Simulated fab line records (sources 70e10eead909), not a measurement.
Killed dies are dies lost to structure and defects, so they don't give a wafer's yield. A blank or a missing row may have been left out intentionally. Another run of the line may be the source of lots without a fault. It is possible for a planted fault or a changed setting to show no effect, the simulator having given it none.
fab line records	flow nand-harc
record lots=6	wafers=18	last-day=24
route steps=1159 shown A_BONDPAD@1068 HYBRID_BOND@1094 THIN_TSV@1101 END@1159
lots that met no fault: from a run of the same line without faults
start-h: start of the lot's first displayed wafer, in hours after the record's first day	wait-h: how many hours have passed since the lot's step before this one	" same as the row above	L1.1+2: one row covering several wafers at once	- either no value or no given start	* or withheld: withheld	< > ~ a bound
route shown NAME@n: NAME is a module with steps in the file, n the number in the route of the first one	usual: mean and standard deviation over wafers with no fault	same: alike in all rows	chamber/n: place in a boat	sites: the reading at each site	_std_site: their standard deviation	_edge_site: inner sites' mean taken away from outer sites' mean	radius-mm: for every site, how far away it sits from the centre of the wafer	mask NAME#n: copy n	behind: the tool/chamber that last shaped the wafer	hold: why the lot went on hold/how many hours it stayed there/how the hold came to an end	device: transistor that didn't switch, given as n, p or np	end of line: the route-end tests of the same wafers	a step given without rows: its recipe and nothing more	killed: the dies lost at the first sort to structure and to defects; this is not the yield of the wafer	map: shows each die of a wafer: x if killed, . if not, _ if none is there
set.NAME: the setting that was run; set.NAME@STEP: the one run at that earlier step	model.NAME: the simulator's own value behind a step, which no gauge read
lots at some steps of the route; a table a step, a row a wafer
services: the hour from which a tool's chamber was out of use, counted from the record's first day as start-h (under 0 if before that day), plus the number of hours and why
## steps
# step NHARC_A_BONDPAD_EBR_05
# step NHARC_A_BONDPAD_EXPOSE_06
# recipe na=0.55	dose-mj=36.99	mask-id=A_BPAD
# step NHARC_A_BONDPAD_PEB_07
# recipe peb-temp-c=128	peb-time-s=80
# step NHARC_A_BONDPAD_DEVELOP_08
# recipe time-s=50	dev-temp-c=22
# step NHARC_A_BONDPAD_CD_MEAS_09
# recipe target-cd-nm=500	landing-energy-ev=500
# usual cd-nm=500.2/1.6
lot.wafer	tool	chamber	start-h	wait-h	cd-nm
L472.1	cd-sem-03	0	417.15	-	501.7
L472.3	"	0	"	"	500.9
L472.4	"	0	"	"	502.2
L473.3	cd-sem-03	0	438.13	-	501.1
L473.4	"	0	"	"	501.1
L473.5	"	0	"	"	500.9
L476.2	cd-sem-02	0	469.56	-	498.9
L476.3	"	0	"	"	496.8
L476.6	"	0	"	"	497.9
L478.2	cd-sem-03	0	472.28	-	500.3
L478.3	"	0	"	"	500.5
L478.6	"	0	"	"	500.3
L485.1	cd-sem-02	0	521.69	-	501.2
L485.3	"	0	"	"	500.9
L485.5	"	0	"	"	501.8
L483.2	cd-sem-02	0	534.03	-	500.0
L483.4	"	0	"	"	499.6
L483.5	"	0	"	"	498.3
# step NHARC_A_BONDPAD_OVL_MEAS_35
# usual overlay-x-nm=0/5.5	overlay-y-nm=-2/6.6
lot.wafer	tool	chamber	start-h	wait-h	overlay-x-nm	overlay-y-nm
L472.1	overlay-02	-	417.24	-	1	0
L472.3	"	-	"	"	1	-1
L472.4	"	-	"	"	0	-1
L473.3	overlay-02	-	438.22	-	-5	9
L473.4	"	-	"	"	-5	8
L473.5	"	-	"	"	-5	8
L476.2	overlay-01	-	469.64	-	4	3
L476.3	"	-	"	"	4	3
L476.6	"	-	"	"	4	3
L478.2	overlay-02	-	472.37	-	-6	-8
L478.3	"	-	"	"	-6	-8
L478.6	"	-	"	"	-6	-8
L485.1	overlay-02	-	521.78	-	-7	-1
L485.3	"	-	"	"	-7	0
L485.5	"	-	"	"	-7	0
L483.2	overlay-02	-	534.12	-	-5	0
L483.4	"	-	"	"	-5	0
L483.5	"	-	"	"	-5	0
# step NHARC_A_BONDPAD_HARDBAKE_10
# recipe temp-c=118	time-s=65
# step NHARC_A_BONDPAD_DESCUM_11
# recipe time-s=3	o2-flow-sccm=200	ar-flow-sccm=0	bias-power-w=0	chemistry=O2
# step NHARC_A_BONDPAD_ETCH_34
# recipe target-depth-a=600	overetch-a=180	time-s=65.91	ion-energy-ev=200	n2-flow-sccm=150	h2-flow-sccm=150	ar-flow-sccm=0	rf-w=400	bias-w=150	chemistry=N2/H2
# usual drypump-motor-current-A=5.6/0.52	oes-product-au=1.000/0.0076	rf-vpp-V=430.3/2.1	showerhead-plenum-p-Torr=2.03/0.069	throttle-valve-pct=14.173/0.0089
lot.wafer	tool	chamber	start-h	wait-h	drypump-motor-current-A	oes-product-au	rf-hours-counter-h	rf-vpp-V	showerhead-plenum-p-Torr	throttle-valve-pct
L472.3	rie-diel-06	2	417.45	0.1	6.3	1.009	6	431.1	2.02	14.178
L472.4	"	3	"	"	5.4	1.001	6	431.6	2.07	14.155
L472.1	"	1	"	"	5.8	1.009	6	426.8	1.92	14.172
L473.4	rie-diel-03	0	438.43	0.1	5.4	0.997	7	426.8	1.91	14.169
L473.3	"	1	"	"	5.5	0.999	5	433.6	2.18	14.182
L473.5	"	3	"	"	6.4	1.007	-	432.5	2.11	14.176
L476.3	rie-diel-06	3	469.85	0.1	5.4	0.992	1	431.5	2.07	14.169
L476.2	"	2	"	"	6.3	0.997	1	430.2	2.02	14.176
L476.6	"	0	"	"	4.8	0.996	-	431.7	2.05	14.185
L478.2	rie-diel-06	1	472.57	0.1	5.8	1.001	1	427.7	1.92	14.171
L478.3	"	2	"	"	6.3	1.004	1	428.8	2.02	14.174
L478.6	"	1	"	"	5.8	0.999	-	428.4	1.92	14.167
L485.1	rie-diel-03	1	522.18	0.2	5.6	1.002	20	435.1	2.17	14.169
L485.3	"	2	"	"	5.4	0.984	21	432.2	2.11	14.166
L485.5	"	1	"	"	5.5	0.988	-	434.4	2.17	14.162
L483.4	rie-diel-06	0	534.34	0.1	4.8	1.005	4	432.4	2.05	14.179
L483.2	"	1	"	"	5.8	0.990	4	426.1	1.92	14.174
L483.5	"	2	"	"	6.4	0.999	-	430.4	2.02	14.180
# step NHARC_A_BONDPAD_ETCH_12
# recipe target-depth-a=2200	time-s=110	chf3-flow-sccm=50	o2-flow-sccm=10	ar-flow-sccm=200	rf-w=500	bias-w=200	chemistry=CHF3/O2
# step NHARC_A_BONDPAD_CD_MEAS_13
# usual cd-nm=499.7/1.6
lot.wafer	tool	chamber	start-h	wait-h	cd-nm
L472.1	cd-sem-03	-	417.68	-	501.4
L472.3	"	-	"	"	499.3
L472.4	"	-	"	"	501.7
L473.3	cd-sem-02	-	438.66	-	500.9
L473.4	"	-	"	"	501.0
L473.5	"	-	"	"	500.1
L476.2	cd-sem-03	-	470.09	-	499.3
L476.3	"	-	"	"	496.1
L476.6	"	-	"	"	499.1
L478.2	cd-sem-03	-	472.81	-	500.2
L478.3	"	-	"	"	499.3
L478.6	"	-	"	"	500.5
L485.1	cd-sem-02	-	522.43	-	501.0
L485.3	"	-	"	"	499.9
L485.5	"	-	"	"	501.7
L483.2	cd-sem-02	-	534.56	-	500.3
L483.4	"	-	"	"	499.7
L483.5	"	-	"	"	497.4
# step NHARC_A_BONDPAD_STRIP_15
# recipe o2-flow-sccm=500	ar-flow-sccm=0	bias-w=0	chemistry=O2
# step NHARC_A_BONDPAD_ETCH_24
# recipe target-depth-a=300	over-etch-frac=0.3	time-s=72.99	ion-energy-ev=150	cf4-flow-sccm=50	n2-flow-sccm=100	ar-flow-sccm=150	rf-w=300	bias-w=100	chemistry=CF4/N2
# usual drypump-motor-current-A=5.6/0.5	oes-product-au=0.999/0.008	rf-vpp-V=314.0/1.7	showerhead-plenum-p-Torr=2.62/0.088	throttle-valve-pct=19.795/0.0083
lot.wafer	tool	chamber	start-h	wait-h	drypump-motor-current-A	oes-product-au	rf-hours-counter-h	rf-vpp-V	showerhead-plenum-p-Torr	throttle-valve-pct
L472.4	rie-diel-06	1	417.92	-	5.8	1.011	6	312.9	2.49	19.785
L472.1	"	2	"	"	6.3	1.005	6	313.6	2.60	19.791
L472.3	"	3	"	"	5.3	0.995	6	315.2	2.66	19.803
L473.4	rie-diel-03	3	438.89	-	6.4	0.990	7	313.2	2.71	19.796
L473.3	"	0	"	"	5.4	1.006	7	312.2	2.47	19.781
L473.5	"	1	"	"	5.5	0.999	-	315.8	2.79	19.790
L476.3	rie-diel-06	0	470.33	-	4.8	0.998	1	315.5	2.63	19.799
L476.2	"	1	"	"	5.8	0.991	1	312.2	2.49	19.801
L476.6	"	3	"	"	5.3	1.001	-	314.5	2.66	19.805
L478.3	rie-diel-06	3	473.03	-	5.3	1.005	1	316.0	2.66	19.787
L478.2	"	1	"	"	5.8	0.984	1	312.4	2.49	19.788
L478.6	"	0	"	"	4.8	0.996	-	314.1	2.64	19.804
L485.3	rie-diel-03	2	522.67	-	5.3	1.000	22	315.8	2.70	19.809
L485.1	"	3	"	"	6.3	0.991	22	314.6	2.70	19.800
L485.5	"	1	"	"	5.6	1.003	-	315.8	2.78	19.781
L483.4	rie-diel-03	2	534.79	-	5.4	0.981	23	314.7	2.70	19.796
L483.2	"	3	"	"	6.4	0.997	24	313.6	2.70	19.791
L483.5	"	2	"	"	5.4	0.984	-	315.2	2.70	19.789
# step NHARC_A_BONDPAD_STRIP_16
# recipe time-s=600	temp-c=30	chemistry=post-etch-residue-remover
# step NHARC_A_BONDPAD_DEGAS_25
# recipe temp-c=300	time-s=60
# usual heater-power-w=466/68
lot.wafer	tool	chamber	start-h	wait-h	heater-power-w
L472.1	pvd-sputter-02	-	418.30	-	599
L472.3	"	-	"	"	430
L472.4	"	-	"	"	442
L473.3	pvd-sputter-01	-	439.28	-	376
L473.4	"	-	"	"	479
L473.5	"	-	"	"	415
L476.3	pvd-sputter-02	-	470.72	-	428
L476.2	"	-	"	"	488
L476.6	"	-	"	"	440
L478.3	pvd-sputter-02	-	473.43	-	441
L478.2	"	-	"	"	495
L478.6	"	-	"	"	449
L485.1	pvd-sputter-03	-	523.05	-	410
L485.3	"	-	"	"	537
L485.5	"	-	"	"	406
L483.4	pvd-sputter-02	-	535.20	-	594
L483.2	"	-	"	"	453
L483.5	"	-	"	"	601
# step NHARC_A_BONDPAD_PRE_CLEAN_26
# recipe time-s=30	temp-c=280	gas=H2/He
# usual heater-power-w=415/61
lot.wafer	tool	chamber	start-h	wait-h	heater-power-w
L472.1	pvd-sputter-02	-	-	-	384
L472.4	"	-	"	"	429
L472.3	"	-	"	"	398
L473.3	pvd-sputter-01	-	-	-	318
L473.4	"	-	"	"	488
L473.5	"	-	"	"	369
L476.3	pvd-sputter-02	-	-	-	498
L476.2	"	-	"	"	380
L476.6	"	-	"	"	419
L478.2	pvd-sputter-02	-	-	-	387
L478.3	"	-	"	"	509
L478.6	"	-	"	"	387
L485.3	pvd-sputter-03	-	-	-	479
L485.1	"	-	"	"	354
L485.5	"	-	"	"	362
L483.2	pvd-sputter-02	-	-	-	507
L483.4	"	-	"	"	432
L483.5	"	-	"	"	382
# step NHARC_A_BONDPAD_PVD_17
# recipe target-thk-a=50	bias-v=168.6	power-w=15000	chamber-pressure-pa=0.12	time-s=8.06	substrate-temp-c=50	material=TaN
# usual throttle-valve-pct=29.7/0.89
lot.wafer	tool	chamber	start-h	wait-h	throttle-valve-pct
L472.4	pvd-sputter-02	-	-	-	28.6
L472.1	"	-	"	"	31.1
L472.3	"	-	"	"	29.7
L473.4	pvd-sputter-01	-	-	-	28.6
L473.3	"	-	"	"	30.5
L473.5	"	-	"	"	29.9
L476.3	pvd-sputter-02	-	-	-	28.8
L476.2	"	-	"	"	29.5
L476.6	"	-	"	"	31.1
L478.2	pvd-sputter-02	-	-	-	29.7
L478.3	"	-	"	"	29.2
L478.6	"	-	"	"	29.6
L485.1	pvd-sputter-03	-	-	-	29.1
L485.3	"	-	"	"	29.2
L485.5	"	-	"	"	28.9
L483.2	pvd-sputter-02	-	-	-	29.9
L483.4	"	-	"	"	28.7
L483.5	"	-	"	"	31.0
# step NHARC_A_BONDPAD_PVD_27
# recipe target-thk-a=300	chamber-pressure-pa=5	power-w=5000	substrate-temp-c=30	time-s=20.49	material=Cu
# step NHARC_A_BONDPAD_ECD_18
# recipe target-thk-a=4000	bath-temp-c=25	material=Cu
# step NHARC_A_BONDPAD_ANNEAL_28
# recipe temp-c=225	time-s=90
# step NHARC_A_BONDPAD_CMP_19
# recipe t-overpolish-s=30	cu-recess-touch-s=16	target-thk-nm=169.8
# step NHARC_A_BONDPAD_THK_MEAS_20
# recipe thk-meas-gauge=xrf
# usual thk-nm=169.8/1.4
lot.wafer	tool	chamber	start-h	wait-h	thk-nm
L472.1	film-metro-02	-	419.74	-	169.3
L472.3	"	-	"	"	172.9
L472.4	"	-	"	"	170.2
L473.3	film-metro-02	-	440.85	-	169.2
L473.4	"	-	"	"	171.4
L473.5	"	-	"	"	171.4
L476.2	film-metro-01	-	472.12	-	170.1
L476.3	"	-	"	"	168.7
L476.6	"	-	"	"	168.7
L478.2	film-metro-01	-	474.84	-	169.6
L478.3	"	-	"	"	169.2
L478.6	"	-	"	"	169.6
L485.1	film-metro-01	-	524.46	-	170.5
L485.3	"	-	"	"	171.5
L485.5	"	-	"	"	170.7
L483.2	film-metro-02	-	537.42	-	172.0
L483.4	"	-	"	"	170.6
L483.5	"	-	"	"	172.1
# step NHARC_A_BONDPAD_SRD_21
# recipe time-s=30	temp-c=23	dry-time-s=20	spin-rpm=1500
# step NHARC_HYBRID_BOND_ACTIVATE_00
# recipe time-s=60	n2-flow-sccm=200	ar-flow-sccm=0	bias-power-w=0	chemistry=N2
# step NHARC_HYBRID_BOND_PRECLEAN_01
# recipe time-s=300	temp-c=23	chemistry=DIW
# step NHARC_HYBRID_BOND_SRD_02
# recipe time-s=30	temp-c=23	dry-time-s=20	spin-rpm=1500
# step NHARC_HYBRID_BOND_BOND_03
# recipe temp-c=25
# step NHARC_HYBRID_BOND_ANNEAL_04
# recipe temp-c=300	time-s=7200	ramp-up-c-per-min=5	ramp-down-c-per-min=3	idle-temp-c=100	pressure-atm=1
# step NHARC_HYBRID_BOND_OVL_MEAS_05
# usual overlay-x-nm=1/31	overlay-y-nm=3/31
lot.wafer	tool	chamber	start-h	wait-h	overlay-x-nm	overlay-y-nm
L472.1	overlay-01	-	429.60	0.4	4	-4
L472.3	"	-	"	"	39	21
L472.4	"	-	"	"	15	42
L473.3	overlay-02	-	450.86	0.4	-55	73
L473.4	"	-	"	"	15	15
L473.5	"	-	"	"	-28	11
L476.2	overlay-02	-	482.42	0.4	-2	-47
L476.3	"	-	"	"	-9	32
L476.6	"	-	"	"	-57	38
L478.2	overlay-01	-	482.42	0.4	14	-7
L478.3	"	-	"	"	27	-21
L478.6	"	-	"	"	2	67
L485.1	overlay-01	-	536.92	0.4	33	18
L485.3	"	-	"	"	18	-26
L485.5	"	-	"	"	15	6
L483.2	overlay-02	-	546.87	0.4	62	63
L483.4	"	-	"	"	12	21
L483.5	"	-	"	"	-37	-1
# step NHARC_THIN_TSV_GRIND_00
# recipe target-thk-um=6
# step NHARC_THIN_TSV_CMP_01
# recipe target-thk-um=3
# step NHARC_THIN_TSV_THK_MEAS_02
# recipe thk-meas-gauge=ir
# usual thk-nm=2997/270
lot.wafer	tool	chamber	start-h	wait-h	thk-nm
L472.1	film-metro-02	-	432.50	-	3045
L472.3	"	-	"	"	3141
L472.4	"	-	"	"	2964
L473.3	film-metro-02	-	452.53	-	3386
L473.4	"	-	"	"	2975
L473.5	"	-	"	"	3142
L476.2	film-metro-01	-	484.13	0.2	3137
L476.3	"	-	"	"	2796
L476.6	"	-	"	"	2999
L478.2	film-metro-01	-	485.35	0.2	2907
L478.3	"	-	"	"	2839
L478.6	"	-	"	"	2804
L485.1	film-metro-01	-	538.62	-	2718
L485.3	"	-	"	"	3013
L485.5	"	-	"	"	2801
L483.2	film-metro-02	-	549.74	-	2729
L483.4	"	-	"	"	2621
L483.5	"	-	"	"	2982
# step NHARC_THIN_TSV_SRD_03
# step NHARC_THIN_TSV_PRECLEAN_41
# recipe time-s=*	temp-c=50	bath-age-min=0	chemistry=SC1
# step NHARC_THIN_TSV_SRD_42
# step NHARC_THIN_TSV_DEP_43
# recipe target-thk-a=13285	temp-c=withheld	pressure-torr=6.5	rf-w=900	teos-flow-sccm=161.4	flow-sccm=2650	target-thk-nm=1328.5	gas=O2	material=SiO2
# usual chamber-pressure-Torr=6.500/0.014	throttle-valve-pct=16.0/0.43
lot.wafer	tool	chamber	start-h	wait-h	chamber-pressure-Torr	since-wet-clean-h	throttle-valve-pct
L472.1	pecvd-01	2	432.72	-	6.529	2	15.6
L472.3	"	1	"	"	6.504	2	16.1
L472.4	"	2	"	"	6.526	-	15.7
L473.3	pecvd-01	0	452.84	-	6.485	22	16.5
L473.4	"	1	"	"	6.484	-	16.4
L473.5	"	0	"	"	6.498	-	16.3
L476.3	pecvd-02	1	484.36	-	6.490	137	15.9
L476.2	"	0	"	"	6.514	137	16.6
L476.6	"	2	"	"	6.521	-	15.8
L478.2	pecvd-01	0	485.61	-	6.509	55	16.4
L478.3	"	1	"	"	6.504	55	16.4
L478.6	"	2	"	"	6.509	-	15.7
L485.3	pecvd-01	2	538.84	-	6.507	108	15.7
L485.1	"	0	"	"	6.501	108	16.6
L485.5	"	1	"	"	6.518	-	16.8
L483.2	pecvd-01	2	550.00	-	6.517	119	15.7
L483.4	"	1	"	"	6.508	-	16.6
L483.5	"	0	"	"	6.499	-	16.7
# step NHARC_THIN_TSV_DEHYDRATE_04
# recipe temp-c=150	time-s=120
# step NHARC_THIN_TSV_HMDS_05
# recipe time-s=30
# step NHARC_END_SORT_01
# recipe temp-c=25
# usual defect-limited-yield=95.7/1.5	killed-at-array=25/9.8	killed-at-other=0.8/1.1	killed-at-periphery=3.3/2.1	killed-dies=29/10	killed-open=3.3/1.8	killed-short=1.9/1.4	sort_bin_2_pct=1.3/0.6	sort_bin_3_pct=0.25/0.23	sort_bin_4_pct=2.8/0.97	sort-n-pass=648/10	sort-rim-yield-pct=95/3.2	sort-yield-pct=95.7/1.5
# same gross-dies=677	sort_bin_5_pct[%]=0	sort_bin_6_pct[%]=0	sort_bin_7_pct[%]=0	sort_bin_8_pct[%]=0	sort-rim-n-gross=106.00
lot.wafer	tool	chamber	start-h	wait-h	defect-limited-yield[%]	killed-at-array	killed-at-other	killed-at-periphery	killed-dies	killed-open	killed-short	sort_bin_2_pct[%]	sort_bin_3_pct[%]	sort_bin_4_pct[%]	sort-n-pass	sort-rim-yield-pct[%]	sort-yield-pct[%]
L478.6	prober-02	0	506.05	4.0	80.8	123	2	5	130	3	7	8.0	5.17	6.1	547	85	80.8
L476.3	prober-01	0	503.70	3.1	81.1	123	0	5	128	1	2	6.5	5.76	6.6	549	91	81.1
# killed by level:class
L476.3 A_BONDPAD:unspecified=101 A_CONTACT:chamber-film-flake=9 P_CONTACT:chamber-film-flake=4 A_CHANNEL_HOLE_D1:chamber-film-flake=4 A_STAIRCASE:chamber-film-flake=3 A_CHANNEL_FILL_D1:chamber-film-flake=2 A_CHANNEL_FILL_D1:geometric-particle:short=1 A_CONTACT:geometric-particle:short=1
L478.6 A_BONDPAD:unspecified=103 A_CONTACT:chamber-film-flake=5 A_CHANNEL_FILL_D1:geometric-particle:open=2 A_CHANNEL_HOLE_D1:chamber-film-flake=2 A_STAIRCASE:chamber-film-flake=2 A_SGD_CUT:chamber-film-flake=2 THIN_TSV:chamber-film-flake=2 P_CONTACT:geometric-particle:short=1
# map L476.3 (x killed, . not)
____________.____________
_________......._________
_______..........._______
______.............______
_____..............._____
____...............x.____
____.............x...____
___...................___
___............x......___
__.............x......x__
__......x..............__
_.............x........._
_.x....................._
_.....x................._
_..................xxx.._
_...............xxxxxxx._
................xxxxxxx..
................xxxxxxx..
...............xxxxxxxxx.
...............xxxxxxxxx.
................xxxxxxxx.
_..............xxxxxxxxx_
_x..........x..xxxxxxxxx_
_..............xxxxxxxxx_
_.....x..........xxxxxx._
_.....x..........xxxxxxx_
__...............xxxxxx__
__..............xx.x.x.__
___.....x........xx.x.___
___.......x...........___
____...x.x...........____
____.....x...........____
_____..x............_____
______...xxx.......______
_______..xx..x...._______
_________......._________
____________.____________
# map L478.6 (x killed, . not)
____________x____________
_________......._________
_______..........._______
______.............______
_____..............._____
____.x..............x____
____.....xx..........____
___...................___
___.............x.....___
__....x................__
__x....................__
_.x..................x.._
_....x...............x.._
_.................xx...._
_................xx.xx.._
_.................xxx..._
................xxxxxxx..
...............xxxxxxxx..
...............xxxxxxxx.x
....xx.........xxxxxxxxx.
...............xxxxxxxxxx
_....x...x..x..xxxxxxxxx_
_x....xx.......xxxxxxxxx_
_........x....xxxxxxxxxx_
_x............xxxxxxxxx._
_...............xxxxxxxx_
__......x.....x..xxxxx.__
__...................x.__
___..............x....___
___...................___
____.................____
____.................____
_____..............._____
______.............______
_______x.........._______
_________x......_________
____________.____________
## services
tool	chamber	start-h	hours	kind
rie-diel-06	0	397.20	-	clean
rie-diel-06	1	397.20	-	clean
rie-diel-06	2	397.20	-	clean
rie-diel-06	3	397.20	-	clean
rie-diel-03	1	413.39	7.9	repair
pecvd-01	-	418.14	13.0	pm
rie-diel-06	-	418.20	9.0	pm
rie-diel-06	0	418.20	9.0	vent-cycle
rie-diel-06	1	418.20	9.0	vent-cycle
rie-diel-06	2	418.20	9.0	vent-cycle
rie-diel-06	3	418.20	9.0	vent-cycle
pvd-sputter-01	-	423.68	14.6	repair
rie-diel-06	0	427.20	-	clean
rie-diel-06	1	427.20	-	clean
rie-diel-06	2	427.20	-	clean
rie-diel-06	3	427.20	-	clean
pecvd-01	1	440.65	8.3	repair
rie-diel-06	0	451.70	-	clean
pvd-sputter-01	-	452.56	1.1	repair
pvd-sputter-03	-	456.19	2.4	repair
pvd-sputter-03	-	487.68	5.5	repair
pecvd-01	0	508.29	8.7	repair
pecvd-02	-	515.37	13.0	pm
pvd-sputter-01	-	518.03	10.0	pm
## key
first-sign step=NHARC_END_SORT_01	reading=killed-at-array	direction=up	sigmas=10	usual=25	struck=123
effect step=NHARC_END_SORT_01	reading=killed-dies	direction=up	sigmas=9.6	usual=29	struck=129
more-kills-born-at NHARC_A_BONDPAD_ETCH_24@rie-diel-06=204
met-at NHARC_A_BONDPAD_ETCH_24
struck-wafers L476.3,L478.6
fault kind=chamber-particle-source	tool=rie-diel-06	chamber=0	onset-h=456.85	steps=NHARC_A_BONDPAD_ETCH_24	rate-per-visit-cm2=1.8623	end-h=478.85
